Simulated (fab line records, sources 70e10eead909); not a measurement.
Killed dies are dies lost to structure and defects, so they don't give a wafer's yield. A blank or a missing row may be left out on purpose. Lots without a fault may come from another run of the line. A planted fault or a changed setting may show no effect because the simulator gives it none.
Which tool did it? | flow nand_harc | 12 lots, 36 wafers sampled, at 5 steps of a route of 1302

WHAT THE GAUGES READ, wafer by wafer
NHARC_END_SORT_01. Usual: killed_at_array 59, standard deviation 24; killed_at_other 0.7, standard deviation 1.2; killed_at_periphery 3.5, standard deviation 2.6; killed_dies 63, standard deviation 24; killed_open 3.2, standard deviation 2.1; killed_short 2.4, standard deviation 1.5.
lot  | measured     | on        | killed_at_array | killed_at_other | killed_at_periphery | killed_dies | killed_open | killed_short | flag
L592 | day 29 10:13 | prober-02 | 42 44 46        | 0 0 0           | 3 1 0               | 45 45 46    | 5 3 5       | 0 1 3        |

WHICH TOOL RAN EACH LOT (tool, then ch and the chambers of the sampled wafers, then the start)
lot  | NHARC_A_STAIRCASE_ETCH_315                    | NHARC_A_STAIRCASE_DESCUM_443       | NHARC_A_STAIRCASE_STRIP_446          | NHARC_A_STAIRCASE_STRIP_447
L581 | rie_diel-05 ch 0,1,3, day 19 10:26 or earlier | rie_diel-05 ch 0,1,2, day 19 10:26 | plasma_asher-02 ch 0,1, day 19 14:56 | wet_bench-03 ch 0,1,6, day 19 15:13
L583 | rie_diel-13 ch 2,3, day 19 10:28 or earlier   | rie_diel-13 ch 0,1,3, day 19 10:28 | plasma_asher-01 ch 0,1, day 19 15:00 | wet_bench-02 ch 1,2,4, day 19 15:18
L591 | rie_diel-05 ch 1,2,3, day 23 01:54 or earlier | rie_diel-13 ch 0,2, day 23 01:54   | plasma_asher-02 ch 0,1, day 23 06:24 | wet_bench-02 ch 0,2,7, day 23 06:46
L590 | rie_diel-05 ch 1,2,3, day 23 01:32 or earlier | rie_diel-05 ch 0,2,3, day 23 01:32 | plasma_asher-01 ch 0,1, day 23 07:01 | wet_bench-02 ch 0,5,6, day 23 07:22
L592 | rie_diel-05 ch 1,3, day 23 14:13 or earlier   | rie_diel-01 ch 0,2,3, day 23 14:13 | plasma_asher-01 ch 0,1, day 23 18:43 | wet_bench-03 ch 2,5,7, day 23 19:04
L594 | rie_diel-01 ch 1,2, day 24 13:37 or earlier   | rie_diel-13 ch 0,1,3, day 24 13:37 | plasma_asher-02 ch 0, day 24 18:06   | wet_bench-02 ch 0,1,4, day 24 18:24
L596 | rie_diel-01 ch 0,1,3, day 25 01:34 or earlier | rie_diel-13 ch 0,1, day 25 01:34   | plasma_asher-01 ch 0,1, day 25 06:00 | wet_bench-03 ch 2,3,7, day 25 06:21
L598 | rie_diel-05 ch 0,1, day 26 10:22 or earlier   | rie_diel-05 ch 0,1,3, day 26 10:22 | plasma_asher-02 ch 0,1, day 26 14:55 | wet_bench-03 ch 3,4,6, day 26 15:17
L597 | rie_diel-13 ch 1,2, day 26 09:29 or earlier   | rie_diel-13 ch 0,1,3, day 26 09:29 | plasma_asher-02 ch 0,1, day 26 13:58 | wet_bench-02 ch 1,6,7, day 26 14:17
L601 | rie_diel-13 ch 0,1,3, day 27 03:27 or earlier | rie_diel-01 ch 1,2, day 27 03:27   | plasma_asher-01 ch 0,1, day 27 07:55 | wet_bench-02 ch 1,2,7, day 27 08:17
L603 | rie_diel-01 ch 1,2,3, day 28 03:01 or earlier | rie_diel-01 ch 1,3, day 28 03:01   | plasma_asher-01 ch 0,1, day 28 08:37 | wet_bench-09 ch 5,6,7, day 28 08:59
L604 | rie_diel-13 ch 0,1,2, day 28 19:07 or earlier | rie_diel-01 ch 0,1,3, day 28 19:07 | plasma_asher-01 ch 0,1, day 28 23:34 | wet_bench-09 ch 1,4,7, day 28 23:55
- NHARC_A_STAIRCASE_ETCH_315: etches the open film in C4F8/O2/Ar, target depth 2500 nm, time 607.1 s.
- NHARC_A_STAIRCASE_DESCUM_443: chemistry O2, time 3 s.
- NHARC_A_STAIRCASE_STRIP_446: strips in O2.
- NHARC_A_STAIRCASE_STRIP_447: strips in SPM, time 900 s.

WHAT THE TOOLS THEMSELVES READ (means of the sampled wafers that have a number; where no wafer has one, the mark that the record gives instead)
NHARC_A_STAIRCASE_ETCH_315. Usual: oes_product_au 0.934 a.u., standard deviation 0.0094; rf_vpp_V 1827 V, standard deviation 13.
lot  | tool        | oes_product_au (a.u.) | rf_vpp_V (V) | flag
L581 | rie_diel-05 | 0.943                 | 1831         |
L583 | rie_diel-13 | 0.939                 | 1822         |
L591 | rie_diel-05 | 0.931                 | 1819         |
L590 | rie_diel-05 | 0.934                 | 1819         |
L592 | rie_diel-05 | 0.939                 | 1820         |
L594 | rie_diel-01 | 0.941                 | 1841         |
L596 | rie_diel-01 | 0.926                 | 1830         |
L598 | rie_diel-05 | 0.933                 | 1823         |
L597 | rie_diel-13 | 0.935                 | 1818         |
L601 | rie_diel-13 | 0.933                 | 1814         |
L603 | rie_diel-01 | 0.930                 | 1834         |
L604 | rie_diel-13 | 0.934                 | 1816         |

NHARC_A_STAIRCASE_DESCUM_443. Usual: drypump_motor_current_A 5.6 A, standard deviation 0.4; oes_product_au 1.003 a.u., standard deviation 0.0086; rf_vpp_V 57.7 V, standard deviation 0.93; showerhead_plenum_p_Torr 1.90 Torr, standard deviation 0.093; throttle_valve_pct 11.312 %, standard deviation 0.009.
lot  | tool        | drypump_motor_current_A (A) | oes_product_au (a.u.) | rf_vpp_V (V) | showerhead_plenum_p_Torr (Torr) | throttle_valve_pct (%) | flag
L581 | rie_diel-05 | 5.8                         | 1.004                 | 57.6         | 1.88                            | 11.306                 |
L583 | rie_diel-13 | 5.5                         | 0.995                 | 57.1         | 1.84                            | 11.321                 |
L591 | rie_diel-13 | 5.5                         | 1.002                 | 57.5         | 1.84                            | 11.312                 |
L590 | rie_diel-05 | 5.7                         | 1.005                 | 57.8         | 1.93                            | 11.307                 |
L592 | rie_diel-01 | 5.5                         | 1.001                 | 57.2         | 1.94                            | 11.311                 |
L594 | rie_diel-13 | 5.5                         | 0.996                 | 56.9         | 1.82                            | 11.313                 |
L596 | rie_diel-13 | 5.4                         | 0.994                 | 57.0         | 1.80                            | 11.308                 |
L598 | rie_diel-05 | 5.4                         | 1.007                 | 58.5         | 1.93                            | 11.314                 |
L597 | rie_diel-13 | 5.5                         | 1.003                 | 58.7         | 1.82                            | 11.315                 |
L601 | rie_diel-01 | 6.0                         | 1.005                 | 58.8         | 2.02                            | 11.318                 |
L603 | rie_diel-01 | 5.8                         | 1.009                 | 58.0         | 1.97                            | 11.309                 |
L604 | rie_diel-01 | 5.6                         | 1.002                 | 57.4         | 1.93                            | 11.311                 |

NHARC_A_STAIRCASE_STRIP_446. Usual: drypump_motor_current_A 6.0 A, standard deviation 0.4; heater_power_w 339 W, standard deviation 24; temp_c 249.98 C, standard deviation 0.17.
lot  | tool            | drypump_motor_current_A (A) | heater_power_w (W) | temp_c (C) | flag
L581 | plasma_asher-02 | 6.0                         | 322                | 250.04     |
L583 | plasma_asher-01 | 6.0                         | 348                | 249.93     |
L591 | plasma_asher-02 | 6.0                         | 319                | 249.99     |
L590 | plasma_asher-01 | 5.6                         | 361                | 249.93     |
L592 | plasma_asher-01 | 5.7                         | 354                | 249.83     |
L594 | plasma_asher-02 | 5.9                         | 305                | 250.14     |
L596 | plasma_asher-01 | 5.7                         | 354                | 249.72     |
L598 | plasma_asher-02 | 6.1                         | 334                | 250.10     |
L597 | plasma_asher-02 | 6.0                         | 317                | 250.12     |
L601 | plasma_asher-01 | 5.7                         | 354                | 249.98     |
L603 | plasma_asher-01 | 6.0                         | 346                | 249.90     |
L604 | plasma_asher-01 | 6.0                         | 346                | 250.08     |

NHARC_A_STAIRCASE_STRIP_447. Usual: bath_guard_temp_C 130.3 C, standard deviation 0.56; bath_heat_duty_pct 14.8 %, standard deviation 1.7; temp_c 130.01 C, standard deviation 0.12.
lot  | tool         | bath_guard_temp_C (C) | bath_heat_duty_pct (%) | temp_c (C) | flag
L581 | wet_bench-03 | 130.1                 | 17.4                   | 130.05     |
L583 | wet_bench-02 | 130.3                 | 16.3                   | 130.01     |
L591 | wet_bench-02 | -                     | -                      | -          | OFF
L590 | wet_bench-02 | -                     | -                      | -          | OFF
L592 | wet_bench-03 | -                     | -                      | -          | OFF
L594 | wet_bench-02 | 130.5                 | 14.7                   | 130.13     |
L596 | wet_bench-03 | 130.5                 | 12.4                   | 129.98     |
L598 | wet_bench-03 | 130.7                 | 15.0                   | 130.01     |
L597 | wet_bench-02 | 129.9                 | 14.0                   | 129.95     |
L601 | wet_bench-02 | 129.9                 | 14.4                   | 130.00     |
L603 | wet_bench-09 | 130.5                 | 14.7                   | 130.11     |
L604 | wet_bench-09 | 130.3                 | 14.5                   | 129.96     |

THE ANSWER, worked out from the rows above alone
Rule: a lot is off if the mean of its wafers that have a number lies more than 3 standard deviations from the usual mean. A lot without any number at a reading at which 4 lots or more have one is off too. The other lots that the step has rows for count as sound. The gauges are gone through in route order, then the tools' own readings, and for those a lot's mean is taken as printed above. The first step at which some lot is off is used, and at that step the reading that is off furthest; a lot without a number counts as furthest.
Off: L591, L590, L592, at NHARC_A_STAIRCASE_STRIP_447 (bath_guard_temp_C). Without a number there: L591, L590, L592.
A tool fits if, at that step or a process step before it, it ran every lot that is off, and no sound lot after the first of them. NHARC_A_STAIRCASE_ETCH_315 gives no start for some lots, so the hours and the order of its lots are those of NHARC_A_STAIRCASE_DESCUM_443. None of those tried fits.

WHAT THE SIMULATOR HAD PUT IN
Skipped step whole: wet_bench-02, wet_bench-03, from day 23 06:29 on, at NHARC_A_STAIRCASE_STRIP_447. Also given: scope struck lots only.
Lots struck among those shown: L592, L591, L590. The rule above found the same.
